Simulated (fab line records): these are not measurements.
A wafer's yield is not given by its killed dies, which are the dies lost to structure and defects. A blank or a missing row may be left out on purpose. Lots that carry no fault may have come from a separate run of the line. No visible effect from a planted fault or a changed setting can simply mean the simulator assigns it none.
Matching of chambers | flow nand harc | NHARC_A_STAIRCASE_CMP_472 on cmp-03: 4 sister chambers
The step polishes SiO2. 4 wafers are shown with their chamber, then 7 later ones without.

WAFERS PAIRED WITH THEIR CHAMBERS
wafer  | chamber | motor current A (A)
L078.3 | 1       | 12.7
L082.4 | 0       | 12.9
L087.1 | 2       | 14.2
L090.3 | 3       | 12.0

WAFERS MISSING THEIR CHAMBER
wafer  | motor current A (A)
L090.4 | 12.9
L092.1 | 11.7
L092.3 | 14.0
L096.3 | 13.1
L094.1 | 12.4
L094.3 | 13.1
L094.4 | 13.8

WHICH CHAMBER EACH ONE RAN IN
wafer  | from the rows above          | in truth
L090.4 | can't be placed: 0 or 1      | 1
L092.1 | 3                            | 3
L092.3 | 2                            | 2
L096.3 | can't be placed: 0 or 1      | 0
L094.1 | can't be placed: 1 or 3 or 0 | 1
L094.3 | can't be placed: 0 or 1      | 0
L094.4 | can't be placed: 2 or 0      | 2
Placed correctly: 2 of 7. Not placeable from these rows: 5 (in 5, the candidates include the true chamber). 0 placed wrongly.
How it was worked out, from the rows above alone: a wafer's distance from a chamber is the root of the sum, over the readings, of the square of ((its reading less the chamber's mean) divided by the reading's scatter). If the next closest chamber is less than 2 further off than the closest, the wafer can't be placed; otherwise it belongs to the closest. A chamber's mean is the mean of its shown wafers. The scatter: with one shown wafer a chamber, the root of the mean of the squares of how far each hidden wafer lies from its nearest shown one.
